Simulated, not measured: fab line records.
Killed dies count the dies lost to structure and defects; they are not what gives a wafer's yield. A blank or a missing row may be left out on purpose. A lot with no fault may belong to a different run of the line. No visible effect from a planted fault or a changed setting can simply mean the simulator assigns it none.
Which tool is to blame? || flow nand harc || 15 lots, 43 wafers sampled, at 4 steps of a route of 1302

## WHAT EACH GAUGE READ, for each wafer
NHARC_P_BONDPAD_INSPECT_23. Usual: raw defect count at 348, with a standard deviation of 170.
{"lot": "L442", "measured": "day 6 23:22", "on": "defect inspect-02", "raw defect count": "511 484 384", "flag": ""}
{"lot": "L443", "measured": "day 7 13:11", "on": "defect inspect-01", "raw defect count": "245 351 626", "flag": ""}
{"lot": "L444", "measured": "day 7 21:23", "on": "defect inspect-01", "raw defect count": "579 431 718", "flag": ""}
{"lot": "L445", "measured": "day 8 08:45", "on": "defect inspect-01", "raw defect count": "168 587 209", "flag": ""}
{"lot": "L447", "measured": "day 9 04:05", "on": "defect inspect-02", "raw defect count": "251 227 295", "flag": ""}
{"lot": "L448", "measured": "day 9 20:01", "on": "defect inspect-02", "raw defect count": "196 186 257", "flag": ""}
{"lot": "L449", "measured": "day 10 01:46", "on": "defect inspect-01", "raw defect count": "232 265 295", "flag": ""}
{"lot": "L450", "measured": "day 11 00:13", "on": "defect inspect-01", "raw defect count": "269 208 266", "flag": ""}
{"lot": "L452", "measured": "day 11 07:05", "on": "defect inspect-02", "raw defect count": "362 281 385", "flag": ""}
{"lot": "L453", "measured": "day 11 14:53", "on": "defect inspect-02", "raw defect count": "322 393 424", "flag": ""}
{"lot": "L455", "measured": "day 12 16:08", "on": "defect inspect-01", "raw defect count": "146 223 252", "flag": ""}
{"lot": "L461", "measured": "day 15 03:00", "on": "defect inspect-01", "raw defect count": "268 214", "flag": ""}
{"lot": "L462", "measured": "day 15 14:20", "on": "defect inspect-02", "raw defect count": "196 301", "flag": ""}
{"lot": "L463", "measured": "day 15 19:50", "on": "defect inspect-01", "raw defect count": "350 355 343", "flag": ""}
{"lot": "L464", "measured": "day 16 03:46", "on": "defect inspect-02", "raw defect count": "218 295 278", "flag": ""}

NHARC_A_ONON_D1_THK_MEAS_02: measures by ellipsometry. Usual: thk nm at 998 nm, with a standard deviation of 8.6.
{"lot": "L442", "measured": "day 8 02:27", "on": "film metro-01", "thk nm (nm)": "998 999 999", "flag": ""}
{"lot": "L443", "measured": "day 8 12:26", "on": "film metro-02", "thk nm (nm)": "997 999 997", "flag": ""}
{"lot": "L444", "measured": "day 8 22:56", "on": "film metro-02", "thk nm (nm)": "1003 1003 1005", "flag": ""}
{"lot": "L445", "measured": "day 9 07:50", "on": "film metro-02", "thk nm (nm)": "1007 1007 1007", "flag": ""}
{"lot": "L447", "measured": "day 10 03:49", "on": "film metro-02", "thk nm (nm)": "1014 1015 1015", "flag": ""}
{"lot": "L448", "measured": "day 10 20:28", "on": "film metro-02", "thk nm (nm)": "989 988 986", "flag": ""}
{"lot": "L449", "measured": "day 11 01:16", "on": "film metro-02", "thk nm (nm)": "1003 1004 1002", "flag": ""}
{"lot": "L450", "measured": "day 12 02:41", "on": "film metro-01", "thk nm (nm)": "989 992 991", "flag": ""}
{"lot": "L452", "measured": "day 12 07:25", "on": "film metro-01", "thk nm (nm)": "985 985 986", "flag": ""}
{"lot": "L453", "measured": "day 12 13:58", "on": "film metro-01", "thk nm (nm)": "1017 1018 1016", "flag": ""}
{"lot": "L455", "measured": "day 13 16:26", "on": "film metro-02", "thk nm (nm)": "1002 1001 1000", "flag": ""}
{"lot": "L461", "measured": "day 16 02:43", "on": "film metro-02", "thk nm (nm)": "1096 1097", "flag": "OFF"}
{"lot": "L462", "measured": "day 16 14:44", "on": "film metro-01", "thk nm (nm)": "1076 990", "flag": "OFF"}
{"lot": "L463", "measured": "day 16 20:05", "on": "film metro-01", "thk nm (nm)": "997 997 995", "flag": ""}
{"lot": "L464", "measured": "day 17 05:56", "on": "film metro-02", "thk nm (nm)": "1090 1001 1089", "flag": "OFF"}

NHARC_END_SORT_01. Usual: killed at array 63, standard deviation 17; killed at other 0.8, standard deviation 1.1; killed at periphery 3.5, standard deviation 3; killed dies 67, standard deviation 17; killed open 3.1, standard deviation 1.6; killed short 2.6, standard deviation 1.4.
{"lot": "L442", "measured": "day 24 20:51", "on": "prober-02", "killed at array": "74 68 69", "killed at other": "0 0 0", "killed at periphery": "1 3 6", "killed dies": "75 71 75", "killed open": "1 3 1", "killed short": "3 2 4", "flag": ""}
{"lot": "L443", "measured": "day 25 13:07", "on": "prober-01", "killed at array": "79 80 57", "killed at other": "0 4 3", "killed at periphery": "4 1 0", "killed dies": "83 85 60", "killed open": "8 2 3", "killed short": "1 2 3", "flag": ""}
{"lot": "L444", "measured": "day 25 06:57", "on": "prober-01", "killed at array": "85 74 69", "killed at other": "0 0 0", "killed at periphery": "1 3 3", "killed dies": "86 77 72", "killed open": "2 3 2", "killed short": "0 2 4", "flag": ""}
{"lot": "L445", "measured": "day 25 17:34", "on": "prober-02", "killed at array": "106 90 90", "killed at other": "1 0 0", "killed at periphery": "1 3 3", "killed dies": "108 93 93", "killed open": "3 5 4", "killed short": "2 3 3", "flag": ""}
{"lot": "L447", "measured": "day 26 13:50", "on": "prober-02", "killed at array": "39 56 46", "killed at other": "0 0 0", "killed at periphery": "5 3 3", "killed dies": "44 59 49", "killed open": "2 3 3", "killed short": "4 2 3", "flag": ""}
{"lot": "L448", "measured": "day 27 05:41", "on": "prober-01", "killed at array": "70 51 50", "killed at other": "1 0 0", "killed at periphery": "3 3 0", "killed dies": "74 54 50", "killed open": "6 6 1", "killed short": "2 0 1", "flag": ""}
{"lot": "L449", "measured": "day 28 03:13", "on": "prober-02", "killed at array": "81 87 78", "killed at other": "1 1 0", "killed at periphery": "7 2 4", "killed dies": "89 90 82", "killed open": "3 1 3", "killed short": "3 1 1", "flag": ""}
{"lot": "L450", "measured": "day 28 15:37", "on": "prober-01", "killed at array": "61 54 63", "killed at other": "0 2 1", "killed at periphery": "1 2 2", "killed dies": "62 58 66", "killed open": "2 3 2", "killed short": "2 1 5", "flag": ""}
{"lot": "L452", "measured": "day 28 20:01", "on": "prober-02", "killed at array": "68 72 67", "killed at other": "0 0 0", "killed at periphery": "4 1 3", "killed dies": "72 73 70", "killed open": "5 3 6", "killed short": "2 1 3", "flag": ""}
{"lot": "L453", "measured": "day 29 03:45", "on": "prober-02", "killed at array": "49 35 50", "killed at other": "0 0 2", "killed at periphery": "3 7 8", "killed dies": "52 42 60", "killed open": "2 4 5", "killed short": "2 3 2", "flag": ""}
{"lot": "L455", "measured": "day 30 02:14", "on": "prober-01", "killed at array": "64 73 77", "killed at other": "3 1 1", "killed at periphery": "17 14 15", "killed dies": "84 88 93", "killed open": "0 2 2", "killed short": "0 3 2", "flag": "OFF"}
{"lot": "L461", "measured": "day 33 03:55", "on": "prober-02", "killed at array": "672 672", "killed at other": "1 0", "killed at periphery": "4 5", "killed dies": "677 677", "killed open": "6 2", "killed short": "4 3", "flag": "OFF"}
{"lot": "L462", "measured": "day 33 11:40", "on": "prober-01", "killed at array": "675 56", "killed at other": "0 0", "killed at periphery": "2 1", "killed dies": "677 57", "killed open": "0 3", "killed short": "2 5", "flag": "OFF"}
{"lot": "L463", "measured": "day 33 03:03", "on": "prober-01", "killed at array": "59 53 44", "killed at other": "2 1 5", "killed at periphery": "0 2 4", "killed dies": "61 56 53", "killed open": "4 2 4", "killed short": "5 0 2", "flag": ""}
{"lot": "L464", "measured": "day 34 04:56", "on": "prober-01", "killed at array": "663 60 673", "killed at other": "2 0 2", "killed at periphery": "12 2 2", "killed dies": "677 62 677", "killed open": "4 3 5", "killed short": "1 2 0", "flag": "OFF"}

## WHICH TOOL RAN EACH LOT (tool, then ch and the chambers of the sampled wafers, then the start)
{"lot": "L442", "NHARC_A_ONON_D1_DEP_00": "pecvd onon-03 ch 0, day 8 01:56"}
{"lot": "L443", "NHARC_A_ONON_D1_DEP_00": "pecvd onon-03 ch 0, day 8 11:58"}
{"lot": "L444", "NHARC_A_ONON_D1_DEP_00": "pecvd onon-04 ch 0, day 8 22:35"}
{"lot": "L445", "NHARC_A_ONON_D1_DEP_00": "pecvd onon-03 ch 0, day 9 07:19"}
{"lot": "L447", "NHARC_A_ONON_D1_DEP_00": "pecvd onon-04 ch 0, day 10 03:18"}
{"lot": "L448", "NHARC_A_ONON_D1_DEP_00": "pecvd onon-04 ch 0, day 10 20:01"}
{"lot": "L449", "NHARC_A_ONON_D1_DEP_00": "pecvd onon-03 ch 0, day 11 00:49"}
{"lot": "L450", "NHARC_A_ONON_D1_DEP_00": "pecvd onon-03 ch 0, day 12 02:10"}
{"lot": "L452", "NHARC_A_ONON_D1_DEP_00": "pecvd onon-04 ch 0, day 12 06:55"}
{"lot": "L453", "NHARC_A_ONON_D1_DEP_00": "pecvd onon-03 ch 0, day 12 13:28"}
{"lot": "L455", "NHARC_A_ONON_D1_DEP_00": "pecvd onon-03 ch 0, day 13 15:55"}
{"lot": "L461", "NHARC_A_ONON_D1_DEP_00": "pecvd onon-03 ch 0, day 16 02:16"}
{"lot": "L462", "NHARC_A_ONON_D1_DEP_00": "pecvd onon-03 ch 0, day 16 14:17"}
{"lot": "L463", "NHARC_A_ONON_D1_DEP_00": "pecvd onon-02 ch 0, day 16 19:35"}
{"lot": "L464", "NHARC_A_ONON_D1_DEP_00": "pecvd onon-03 ch 0, day 17 05:29"}
- NHARC_A_ONON_D1_DEP_00: target thk 1000 nm.

## WHAT THE TOOLS THEMSELVES READ (means of the sampled wafers that have a number; where no wafer has one, the mark that the record gives instead)
The record holds no such reading with a usual standard deviation.

## THE ANSWER, worked out from the rows above alone
Rule: a lot is off if the mean of its wafers that have a number lies more than 3 standard deviations from the usual mean. A lot without any number at a reading at which 4 lots or more have one is off too. The other lots that the step has rows for count as sound. The gauges are gone through in route order, then the tools' own readings, and for those a lot's mean is taken as printed above. The first step at which some lot is off is used, and at that step the reading that is off furthest; a lot without a number counts as furthest.
Off: L461, L462, L464 (NHARC_A_ONON_D1_THK_MEAS_02, thk nm).
A tool fits if, at a process step before that reading, it ran every lot that is off, and no sound lot after the first of them. Not tried: the gauges at NHARC_A_ONON_D1_THK_MEAS_02; whatever is off there is also off at NHARC_END_SORT_01, on other tools, and gauge error can't account for it. One candidate fits, namely pecvd onon-03 at NHARC_A_ONON_D1_DEP_00. A fault onset in the window from L455 (day 13 15:55, its last sound lot) to L461 (day 16 02:16, its first lot off) fits.

## WHAT WAS PUT IN BY THE SIMULATOR
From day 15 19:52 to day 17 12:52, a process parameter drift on pecvd onon-03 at NHARC_A_ONON_D1_DEP_00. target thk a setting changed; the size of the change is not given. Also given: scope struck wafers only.
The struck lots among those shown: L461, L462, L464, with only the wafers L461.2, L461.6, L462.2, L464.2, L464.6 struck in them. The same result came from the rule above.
